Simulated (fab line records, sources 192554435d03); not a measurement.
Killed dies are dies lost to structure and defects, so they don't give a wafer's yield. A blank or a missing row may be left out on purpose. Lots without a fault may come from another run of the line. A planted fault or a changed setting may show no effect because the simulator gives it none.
A struck lot beside a sound one | flow n5_finfet | 16 steps out of a route of 1938
Sound: wafers L415.1, L415.4, L415.6. Struck: wafers L429.3, L429.5, L429.6. The cause comes at the end.
At each step with rows: each side's tool, then ch and its chambers, then its first start. Under that, the readings that differ: sound wafers | struck wafers | difference of the means | sigmas: that difference in standard deviations of wafers without a fault.
alike: readings whose means differ by less than 2 such deviations, and words and numbers that are the same on both sides. not compared: withheld readings, readings that some wafer has no value for, bounds like >300 that may hide the same value, and numbers for which the record gives no deviation and whose values overlap.
The two part at a step that has a row with sigmas, a row that says differs or no value, or rows on one side only. Numbers that don't overlap but have no deviation are shown without sigmas and don't part them. A reading that every wafer of one side lacks parts them only if that side has two wafers or more.

N5_BEOL_M3_ANNEAL_95: time 240 s.
  sound on pvd_sputter-03, day 9 10:52; struck on pvd_sputter-01, day 13 17:50
  alike: heater_power_w
then, 2 steps without rows for these wafers: N5_BEOL_M3_SPUTTER_96 (material Cu, target thk 4.5 nm, time 8.29 s); N5_BEOL_M3_ECD_50 (material Cu, target thk 300 nm).
N5_BEOL_M3_ANNEAL_51: time 90 s.
  sound on rtp_anneal-02 ch 0, day 9 11:28; struck on rtp_anneal-01 ch 0, day 13 18:22
  reading          | sound             | struck            | difference | sigmas
  wafer_temp_C_max | 227.1 226.7 226.5 | 225.7 225.6 225.5 | -1.2       | -2
then, 1 step without rows for these wafers: N5_BEOL_M3_CMP_52 (polishes, stops on SiOC, t overpolish 6.8 s, target thk 40 nm).
N5_BEOL_M3_THK_MEAS_53: measures by xrf.
  sound on film_metro-02, day 9 12:03; struck on film_metro-01, day 13 18:52
  alike: M3_THK
N5_BEOL_M3_PRE_CLEAN_60: time 15 s.
  sound on cvd_co-01 ch 1,2, day 9 12:05; struck on cvd_co-01 ch 0,2, day 13 18:54
  alike: heater_power_w
N5_BEOL_M3_CO_CAP_55: material Co, precursor CCTBA/H2, target thk 2 nm, time 102.1 s.
  sound on cvd_co-01 ch 1,2, day 9 12:08; struck on cvd_co-01 ch 0,2, day 13 18:56
  alike: heater_power_w
then, 1 step without rows for these wafers: N5_BEOL_M3_PRE_CLEAN_56 (time 15 s).
N5_BEOL_M3_DEP_57: deposits SiCN from 3MS/NH3, target thk 8 nm, time 14 s.
  sound on pecvd-01 ch 0,2, day 9 12:15; struck on pecvd-02 ch 0,1, day 13 19:04
  alike: showerhead_plenum_p_Torr, throttle_valve_pct
N5_BEOL_M3_RS_MEAS_58: measures by four-point-probe.
  sound on film_metro-02, day 9 12:19; struck on film_metro-01, day 13 19:08
  alike: M3_RS
N5_BEOL_M3_INSPECT_59: inspects for defects (darkfield).
  sound on defect_inspect-01, day 9 12:20; struck on defect_inspect-02, day 13 19:09
  alike: raw_defect_count
N5_BEOL_M4_ILD_DEP_00: deposits SiOC from DEMS/O2, target thk 79 nm, time 15.3 s.
  sound on pecvd-03 ch 0,1, day 9 12:23; struck on pecvd-01 ch 1,2, day 13 19:11
  reading                | sound                | struck               | difference | sigmas
  susceptor_temp_C (C)   | 350.30 350.69 349.74 | 346.21 345.63 346.18 | -4.24      | -22
  throttle_valve_pct (%) | 11.6 11.6 11.4       | 13.1 11.8 13.3       | +1.2       | +2
  alike: heater_power_w, showerhead_plenum_p_Torr
N5_BEOL_M4_THK_MEAS_01:
  sound on film_metro-01, day 9 12:27; struck on film_metro-02, day 13 19:16
  alike: M4_ILD_THK
N5_BEOL_M4_RC_MEAS_101:
  sound on prober-01 ch 0, day 10 03:18; struck on prober-02 ch 0, day 14 06:32
  alike: DIBL_N, DIBL_P, IOFF_N, IOFF_P, ION_N, ION_P, SS_N, SS_P, VT_N, VT_P
then, 1 step without rows for these wafers: N5_PASSIVATION_PROBE_49.

WHERE THEY PART
First at N5_BEOL_M3_ANNEAL_51; last, within this record, at N5_BEOL_M4_ILD_DEP_00. Later steps at which nothing parts them and some readings are alike: N5_BEOL_M4_THK_MEAS_01, N5_BEOL_M4_RC_MEAS_101.

WHY: what the simulator had put in
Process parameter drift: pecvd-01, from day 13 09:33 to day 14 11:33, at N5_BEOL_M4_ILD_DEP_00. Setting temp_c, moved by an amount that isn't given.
